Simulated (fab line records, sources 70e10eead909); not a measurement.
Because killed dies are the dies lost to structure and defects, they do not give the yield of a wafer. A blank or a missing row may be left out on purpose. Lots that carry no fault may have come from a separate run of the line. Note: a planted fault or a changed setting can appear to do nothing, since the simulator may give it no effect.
Chamber matching	flow nand harc	rie diel-11 running NHARC_A_CONTACT_ETCH_102: 4 sister chambers
The step etches the open film in CF4/O2, target depth 70 nm, overetch 7 nm, time 38.5 s. 8 wafers are shown with their chamber, then 7 later ones without.

== WAFERS WITH THEIR CHAMBER ==
wafer	chamber	drypump motor current A (A)	run length s (s)
L987.6	2	5.8	59.6
L988.1	3	5.8	59.5
L988.5	2	5.8	59.6
L988.6	3	5.8	59.4
L989.2	1	5.5	60.9
L989.6	0	5.6	59.1
L101.2	0	5.6	59.1
L101.3	1	5.6	60.3

== WAFERS MISSING THEIR CHAMBER ==
wafer	drypump motor current A (A)	run length s (s)
L101.6	5.6	59.3
L102.1	5.6	59.5
L102.3	5.5	60.7
L102.5	5.8	59.3
L103.3	5.6	59.2
L103.5	5.8	59.0
L103.6	5.6	60.2

== CHAMBER TAKEN BY EACH ==
wafer	from the rows above	in truth
L101.6	0	0
L102.1	0	0
L102.3	1	1
L102.5	can't be placed: 3 or 2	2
L103.3	0	0
L103.5	can't be placed: 3 or 2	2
L103.6	1	1
Correct placement for 5 of the 7. Cannot be placed on the basis of these rows: 2; the candidates contain the true chamber in 2. Number placed wrongly: 0.
How it was worked out, from the rows above alone: a wafer's distance from a chamber is the root of the sum, over the readings, of the square of ((its reading less the chamber's mean) divided by the reading's scatter). The wafer belongs to the nearest chamber; if the next one is less than 2 further off, it can't be placed. A chamber's mean is the mean of its shown wafers. How the scatter is found: for the shown wafers, subtract from each reading the mean of its chamber, square and add these, divide the total by (wafers less chambers), then take the root.
